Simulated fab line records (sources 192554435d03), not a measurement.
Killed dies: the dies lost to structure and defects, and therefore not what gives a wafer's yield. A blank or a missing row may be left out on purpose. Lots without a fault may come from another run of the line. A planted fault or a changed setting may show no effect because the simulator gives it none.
Comparing a struck lot with a sound one + flow n5 finfet + 29 out of 1938 route steps
Sound: the wafers L648.1, L648.4, L648.5. Struck: wafer L644.1. (L644.4 of the same lot was not struck and is left out.) The cause comes at the end.
Each step with rows lists, per side, the tool, then ch with its chambers, then its first start. Under that, the readings that differ: sound wafers + struck wafers + difference of the means + sigmas: that difference in standard deviations of wafers without a fault.
alike: words and numbers the same on both sides, and readings whose means are apart by under 2 such deviations; not compared: readings that were withheld, readings missing a value for some wafer, numbers with overlapping values and no deviation given by the record, and bounds like >300 which may hide the same value.
Wherever a step has rows on one side only, a row that says differs or no value, or a row with sigmas, the two part there. Numbers that have no deviation but don't overlap get no sigmas and don't part them. Lack of a reading on every wafer of one side parts them only where that side has two or more wafers.

first, 5 steps without rows for these wafers: N5_BEOL_M12_SOFTBAKE_23 (time 60 s); N5_BEOL_M12_EXPOSE_25 (exposes mask M12); N5_BEOL_M12_PEB_26 (peb time 90 s); N5_BEOL_M12_DEVELOP_27 (develop time 45 s); N5_BEOL_M12_HARDBAKE_32 (time 120 s).
N5_BEOL_M12_CD_MEAS_28: the cd target is 160.2 nm.
  sound on cd sem-01 ch 0, day 15 02:22; struck on cd sem-01 ch 0, day 14 00:33
  alike: cd nm
N5_BEOL_M12_OVL_MEAS_29:
  sound on overlay-01 ch 0, day 15 02:24; struck on overlay-02 ch 0, day 14 00:35
  alike: M12_OVL
N5_BEOL_M12_INSPECT_30: inspects for defects (macro).
  struck on defect inspect-02, day 14 00:37; sound on defect inspect-01, day 15 02:26
  alike: raw defect count
N5_BEOL_M12_DESCUM_33: chemistry O2, time 7.9 s.
  sound on rie diel-05 ch 0,2,3, day 15 02:34; struck on rie diel-01 ch 2, day 14 00:38
  alike: drypump motor current A, oes product au, rf vpp V, showerhead plenum p Torr, throttle valve pct
  not compared: rf hours counter h
N5_BEOL_M12_ETCH_67: etches SiARC in CF4, target depth 143 nm, time 238.3 s.
  sound on rie diel-05 ch 0,2,3, day 15 02:35; struck on rie diel-01 ch 2, day 14 00:41
  alike: drypump motor current A, etch rf on time s, oes product au, rf vpp V, showerhead plenum p Torr, throttle valve pct
  not compared: rf hours counter h
N5_BEOL_M12_ETCH_68: etches SOC in N2/H2, time 285 s.
  sound on rie diel-05 ch 0,2,3, day 15 02:44; struck on rie diel-01 ch 2, day 14 00:49
| reading                         | sound             | struck | difference | sigmas |
|---------------------------------|-------------------|--------|------------|--------|
| rf vpp V (V)                    | 524.2 527.7 526.6 | 521.2  | -5.0       | -2     |
| showerhead plenum p Torr (Torr) | 2.62 2.68 2.61    | 2.48   | -0.16      | -2     |
  alike: drypump motor current A, oes product au, throttle valve pct
  not compared: rf hours counter h
then, 1 step without rows for these wafers: N5_BEOL_M12_STRIP_69 (strips in N2/H2).
N5_BEOL_M12_TRENCH_ETCH_34: etches SiOC in C4F8/O2/Ar, target depth 318.95 nm, time 125.5 s.
  sound on rie diel-05 ch 0,2,3, day 15 02:55; struck on rie diel-01 ch 2, day 14 01:00
| reading                         | sound             | struck | difference | sigmas |
|---------------------------------|-------------------|--------|------------|--------|
| rf vpp V (V)                    | 666.8 672.0 667.5 | 661.9  | -6.9       | -2     |
| showerhead plenum p Torr (Torr) | 3.49 3.64 3.48    | 3.32   | -0.22      | -2     |
| model.etch.depth nm (nm)        | 311 320.3 313.8   | 309.1  | -5.9       |        |
  alike: drypump motor current A, oes product au, throttle valve pct
  not compared: rf hours counter h
then, 1 step without rows for these wafers: N5_BEOL_M12_STRIP_70 (strips in C4F8/O2/Ar).
N5_BEOL_M12_OCD_MEAS_35:
  struck on ocd-02, day 14 01:10; sound on ocd-02, day 15 03:04
  alike: trench depth nm
then, 1 step without rows for these wafers: N5_BEOL_M12_STRIP_37 (strips in N2/H2).
N5_BEOL_M12_ETCH_38: etches SiCN in CF4/N2, target depth 68.7 nm, time 73.4 s.
  sound on rie diel-01 ch 0,2,3, day 15 03:17; struck on rie diel-03 ch 1, day 14 01:25
| reading      | sound             | struck | difference | sigmas |
|--------------|-------------------|--------|------------|--------|
| rf vpp V (V) | 381.4 380.3 381.1 | 385.0  | +4.1       | +2     |
  alike: drypump motor current A, oes product au, showerhead plenum p Torr, throttle valve pct
  not compared: rf hours counter h
then, 4 steps without rows for these wafers: N5_BEOL_M12_PRECLEAN_39 (cleans in residue remover, time 60 s); N5_BEOL_M12_SRD_40 (time 30 s, dry time 30 s); N5_BEOL_M12_DEGAS_41 (time 60 s); N5_BEOL_M12_PRE_CLEAN_42 (time 30 s).
N5_BEOL_M12_SPUTTER_43: material TaN, target thk 15 nm, time 24.19 s.
  struck on pvd sputter-02, day 14 01:50; sound on pvd sputter-01, day 15 03:58
| reading    | sound             | struck | difference | sigmas |
|------------|-------------------|--------|------------|--------|
| bias v (V) | 166.8 167.2 166.6 | 170.7  | +3.8       | +2     |
  alike: throttle valve pct
then, 4 steps without rows for these wafers: N5_BEOL_M12_SPUTTER_44 (material Ta, target thk 10 nm, time 16.13 s); N5_BEOL_M12_SPUTTER_45 (material Cu, target thk 80 nm, time 13.33 s); N5_BEOL_M12_ECD_47 (material Cu, target thk 720 nm); N5_BEOL_M12_ANNEAL_48 (time 90 s).
N5_BEOL_M12_CMP_49: polishes, stops on SiOC, t overpolish 20.6 s, target thk 320 nm.
  sound on cmp-02 ch 1,3, day 15 04:52; struck on cmp-04 ch 2, day 14 02:35
| reading                                 | sound             | struck | difference | sigmas |
|-----------------------------------------|-------------------|--------|------------|--------|
| motor current A (A)                     | 5.7 5.7 5.5       | 6.6    | +1.0       | +2     |
| model.Cu_of_BEOL_M12_ECD_47.thk nm (nm) | 311.2 320.4 314.4 | 309.4  | -5.9       |        |
  alike: barrier field endpoint s, overpolish run s, retaining ring pressure frac
N5_BEOL_M12_THK_MEAS_50: measures by xrf.
  struck on film metro-01, day 14 02:51; sound on film metro-02, day 15 05:09
  alike: M12_THK
N5_PASSIVATION_PROBE_49:
  the record holds rows for the sound wafers here (prober-02, day 16 20:14) but none for the struck ones

WHERE THEY PART
First at N5_BEOL_M12_ETCH_68; last, within this record, at N5_PASSIVATION_PROBE_49.

WHY: whatever the simulator had introduced
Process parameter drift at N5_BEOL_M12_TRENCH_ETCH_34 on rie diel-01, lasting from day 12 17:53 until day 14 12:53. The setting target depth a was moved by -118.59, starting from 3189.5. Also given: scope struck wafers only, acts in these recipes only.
